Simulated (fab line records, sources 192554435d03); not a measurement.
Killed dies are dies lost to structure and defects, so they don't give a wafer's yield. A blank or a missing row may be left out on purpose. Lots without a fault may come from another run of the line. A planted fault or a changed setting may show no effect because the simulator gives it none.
fab line records | flow n5_finfet | part 2 of 2: steps 19 to 25 of 25
record lots=5 wafers=15 last_day=20
route steps=1938 shown HKMG_FIN@448 GATE_CUT@465
lots that met no fault: from a run of the same line without faults
start_h: hours from the record's first day to the start of the lot's first wafer shown | wait_h: hours since the lot's step before | " the same as in the row above | L1.1+2: a row that stands for several wafers | - no value, or no start given | * or withheld: withheld | < > ~ a bound
route shown NAME@n: a module of which the file shows steps, and the number in the route of the first | usual: mean/standard deviation of fault-free wafers | same: alike in all rows | chamber/n: place in a boat | sites: the reading at each site | _std_site: their standard deviation | _edge_site: outer sites' mean less inner sites' | radius_mm: how far each site lies from the wafer's centre | mask NAME#n: copy n | behind: the tool/chamber that last shaped the wafer | hold: why the lot was held/for how many hours/how that ended | device: the transistor (n, p or np) that didn't switch | end of line: the same wafers' tests at the end of the route | a step without rows: its recipe alone | killed: dies lost to structure and defects at the first sort, not the wafer's yield | map: a wafer's dies, x killed, . not, _ none there
set.NAME: the setting as run; set.NAME@STEP: as run at that earlier step | model.NAME: the simulator's own value behind a step, which no gauge read
lots at some steps of the route; a table a step, a row a wafer
services: from which hour (start_h, from the record's first day; less than 0 if before it) a tool's chamber was out of use, for how many hours, and why
## steps
# step N5_GATE_CUT_ETCHBACK_30
# recipe chemistry=Cl2/Ar target=TiN target_depth_a=30 mode=isotropic pressure_mtorr=10 icp_w=600 bias_w=60 Cl2_flow_sccm=40 Ar_flow_sccm=60
# usual drypump_motor_current_A=6.1/0.42 mfc_ar_sccm=60.01/0.2 oes_ar_750_au=0.82/0.097 oes_product_au=0.83/0.1 throttle_valve_pct=20.81/0.11
# columns lot.wafer tool chamber start_h wait_h drypump_motor_current_A mfc_ar_sccm oes_ar_750_au oes_product_au rf_hours_counter_h throttle_valve_pct
L074.1 rie_metal-03 1 80.48 0.1 6.5 60.09 0.61 0.62 127 21.09
L074.2 " 0 " " 5.7 60.13 0.87 0.88 14 20.72
L074.6 " 0 " " 5.7 59.96 0.88 0.88 - 20.72
L075.1 rie_metal-02 0 87.95 0.1 6.5 60.00 0.59 0.60 132 20.97
L075.3 " 0 " " 6.4 59.82 0.59 0.59 - 20.98
L075.5 " 1 " " 5.5 60.10 0.62 0.62 - 21.03
L083.2 rie_metal-03 1 134.21 0.1 6.6 60.11 0.60 0.61 131 21.11
L083.3 " 1 " " 6.6 59.91 0.61 0.61 - 21.11
L083.4 " 0 " " 5.6 60.20 0.85 0.86 - 20.73
L090.1 rie_metal-02 1 182.99 0.1 5.5 59.83 0.94 0.95 3 20.77
L090.3 " 1 " " 5.5 60.22 0.93 0.95 - 20.77
L090.6 " 1 " " 5.6 60.02 0.94 0.95 - 20.76
L094.3 rie_metal-03 0 223.04 0.0 5.6 59.46 0.81 0.82 - 20.78
L094.4 " 1 " " 6.6 59.95 0.92 0.93 - 20.81
L094.5 " 0 " " 5.7 59.70 0.81 0.81 - 20.80
# step N5_GATE_CUT_VAPOR_ETCH_60
# recipe chemistry=BCl3/Cl2 target=HfO2 mode=isotropic
# usual drypump_motor_current_A=6.1/0.43 oes_product_au=0.83/0.1
# columns lot.wafer tool chamber start_h wait_h drypump_motor_current_A oes_product_au
L074.1 rie_metal-03 1 80.51 0.0 6.6 0.62
L074.2 " 0 " " 5.6 0.88
L074.6 " 0 " " 5.6 0.88
L075.1 rie_metal-02 0 87.98 0.0 6.5 0.59
L075.3 " 0 " " 6.4 0.59
L075.5 " 1 " " 5.6 0.63
L083.2 rie_metal-03 1 134.24 0.0 6.5 0.61
L083.3 " 1 " " 6.6 0.61
L083.4 " 0 " " 5.6 0.86
L090.1 rie_metal-02 1 183.05 0.1 5.6 0.94
L090.3 " 1 " " 5.5 0.95
L090.6 " 1 " " 5.6 0.95
L094.3 rie_metal-03 0 223.07 0.0 5.7 0.81
L094.4 " 1 " " 6.6 0.93
L094.5 " 0 " " 5.6 0.80
# step N5_GATE_CUT_ETCH_58
# recipe chemistry=CH3F/O2 target=SiNx target_depth_a=170 time_s=128.6 ion_energy_ev=50 pressure_mtorr=30 source_w=415 bias_w=21 Ar_flow_sccm=150 CH3F_flow_sccm=30 O2_flow_sccm=20
# usual CH3F_flow_sccm=30.00/0.096 drypump_motor_current_A=6.0/0.56 mfc_ar_sccm=150.0/0.43 oes_product_au=0.78/0.079 rf_vpp_V=99.1/0.9 showerhead_plenum_p_Torr=2.01/0.062 throttle_valve_pct=16.47/0.18
# columns lot.wafer tool chamber start_h wait_h CH3F_flow_sccm drypump_motor_current_A mfc_ar_sccm oes_product_au rf_hours_counter_h rf_vpp_V showerhead_plenum_p_Torr throttle_valve_pct
L074.1 rie_diel-01 0 80.56 0.0 30.02 6.6 149.1 0.85 56 97.9 1.95 16.56
L074.2 " 1 " " 29.89 6.3 150.1 0.80 105 99.9 2.01 16.20
L074.6 " 1 " " 30.07 6.2 150.3 0.80 - 98.8 2.01 16.20
L075.1 rie_diel-06 0 88.03 0.0 30.01 6.4 149.3 0.72 197 98.5 2.07 16.64
L075.3 " 3 " " 30.19 5.2 149.4 0.87 26 97.8 2.04 16.45
L075.5 " 0 " " 30.06 6.4 149.9 0.73 - 100.3 2.07 16.65
L083.2 rie_diel-06 1 134.29 0.0 30.02 5.2 150.7 0.68 225 99.6 2.05 16.47
L083.3 " 3 " " 30.03 5.2 150.4 0.85 36 98.7 2.03 16.45
L083.4 " 0 " " 29.91 6.4 149.7 0.71 207 99.8 2.07 16.67
L090.1 rie_diel-03 2 183.27 0.2 29.95 5.0 149.3 0.76 142 101.3 2.09 16.39
L090.3 " 3 " " 30.00 5.4 150.4 0.90 35 100.2 2.03 16.27
L090.6 " 2 " " 29.93 5.0 149.2 0.76 - 100.5 2.09 16.39
L094.3 rie_diel-06 2 223.30 0.2 30.02 6.4 149.7 0.76 157 97.2 1.92 16.43
L094.4 " 3 " " 30.14 5.2 149.8 0.81 - 98.6 2.02 16.50
L094.5 " 2 " " 30.04 6.4 150.5 0.77 - 97.8 1.92 16.41
# step N5_GATE_CUT_STRIP_59
# recipe chemistry=N2/H2 time_s=20 power_w=100 temp_c=40 pressure_mtorr=100 rf_frequency_hz=6e+07 bias_power_w=3 n2_flow_sccm=300 h2_flow_sccm=300
# usual drypump_motor_current_A=6.0/0.56 oes_product_au=0.78/0.079 rf_vpp_V=45.3/0.8 showerhead_plenum_p_Torr=3.39/0.1 throttle_valve_pct=12.37/0.19
# columns lot.wafer tool chamber start_h wait_h drypump_motor_current_A oes_product_au rf_hours_counter_h rf_vpp_V showerhead_plenum_p_Torr throttle_valve_pct
L074.1 rie_diel-01 0 80.66 0.1 6.6 0.85 56 45.9 3.29 12.30
L074.2 " 1 " " 6.3 0.79 105 44.8 3.40 12.13
L074.6 " 1 " " 6.3 0.79 - 44.2 3.40 12.12
L075.1 rie_diel-06 0 88.13 0.1 6.5 0.73 197 45.9 3.48 12.58
L075.3 " 3 " " 5.2 0.87 26 44.2 3.44 12.26
L075.5 " 0 " " 6.5 0.72 - 46.1 3.48 12.57
L083.2 rie_diel-06 1 134.39 0.1 5.2 0.69 225 45.0 3.47 12.45
L083.3 " 3 " " 5.2 0.85 36 44.3 3.44 12.29
L083.4 " 0 " " 6.5 0.71 207 46.2 3.48 12.59
L090.1 rie_diel-03 2 183.38 0.1 5.0 0.77 142 45.6 3.51 12.26
L090.3 " 3 " " 5.4 0.90 35 45.4 3.44 12.13
L090.6 " 2 " " 5.0 0.76 - 45.8 3.51 12.26
L094.3 rie_diel-06 2 223.40 0.1 6.4 0.78 157 44.4 3.24 12.33
L094.4 " 3 " " 5.2 0.82 - 44.7 3.42 12.36
L094.5 " 2 " " 6.4 0.76 - 44.8 3.24 12.32
# step N5_GATE_CUT_PRECLEAN_31
# recipe temp_c=23 chemistry=DIW time_s=300
# columns lot.wafer tool chamber start_h wait_h
L074.1+2+6 wet_bench-03 4,3,1 80.74 0.1
L075.1+3+5 wet_bench-05 6,5,0 88.22 0.1
L083.2+3+4 wet_bench-05 6,7,4 134.47 0.1
L090.1+3+6 wet_bench-03 2,5,1 183.46 0.1
L094.3+4+5 wet_bench-06 5,4,2 223.49 0.1
# step N5_GATE_CUT_SRD_32
# recipe time_s=30 temp_c=23 rinse_liquid=diw dry=ipa_marangoni
# columns lot.wafer tool chamber start_h wait_h
L074.1+2+6 wet_bench-03 4,3,1 80.83 0.0
L075.1+3+5 wet_bench-05 6,5,0 88.30 0.0
L083.2+3+4 wet_bench-05 6,7,4 134.56 0.0
L090.1+3+6 wet_bench-03 2,5,1 183.55 0.0
L094.3+4+5 wet_bench-06 5,4,2 223.57 0.0
# step N5_GATE_CUT_SAC_CAP_01
# recipe material=SiNx target_thk_a=240 temp_c=400 ald_precursor_family=SiH2I2 ald_co_reactant=N2/H2-plasma pulse_time_s=1 ald_cycles=480 purge_time_s=2 co_reactant_purge_time_s=2 pressure_torr=2
# usual heater_power_w=822/110 precursor_pulse_height_rel=1.001/0.021
# columns lot.wafer tool chamber start_h wait_h heater_power_w precursor_pulse_height_rel
L074.1 ald_sin-03 3 80.88 0.0 856 1.052
L074.2 " 2 " " 1046 1.009
L074.6 " 2 81.96 1.1 1036 0.997
L075.1 ald_sin-02 1 88.43 0.1 937 1.028
L075.3 " 2 " " 657 1.015
L075.5 " 0 89.52 1.2 794 0.992
L083.2 ald_sin-02 1 135.00 0.4 945 0.981
L083.3 " 0 " " 787 1.003
L083.4 " 2 " " 657 1.000
L090.1 ald_sin-04 3 184.51 1.0 776 1.012
L090.3 " 1 " " 761 1.010
L090.6 " 0 185.60 2.0 712 1.008
L094.3 ald_sin-03 3 223.62 0.0 868 0.984
L094.4 " 1 " " 906 0.973
L094.5 " 1 224.71 1.1 878 1.021
## services
# columns tool chamber start_h hours kind
cmp-01 - 61.10 4.2 repair
rie_diel-06 2 62.12 2.9 repair
ald_metal-01 1 65.44 18.7 repair
rie_diel-02 - 71.96 1.9 repair
cmp-01 - 73.26 3.4 repair
cmp-02 - 75.15 0.4 repair
ald_metal-01 - 80.07 8.7 pm
cmp-01 - 84.22 0.6 repair
cmp-02 - 85.64 1.9 repair
rie_diel-02 - 91.19 4.7 repair
cmp-01 - 95.81 1.8 repair
rie_metal-03 1 99.45 4.7 repair
rie_metal-02 - 107.53 14.6 pm
cvd_w-01 1 122.01 12.1 repair
cmp-02 - 126.43 1.0 repair
wet_bench-02 - 146.95 1.4 repair
plasma_asher-02 - 150.58 0.7 repair
cmp-02 - 151.32 1.7 repair
wet_bench-01 - 155.22 1.3 repair
rie_diel-02 - 187.57 0.5 repair
rie_diel-06 0 198.08 6.2 repair
ald_metal-02 - 198.58 0.5 repair
ald_metal-02 2 200.19 24.2 repair
rie_diel-02 1 217.15 5.2 repair
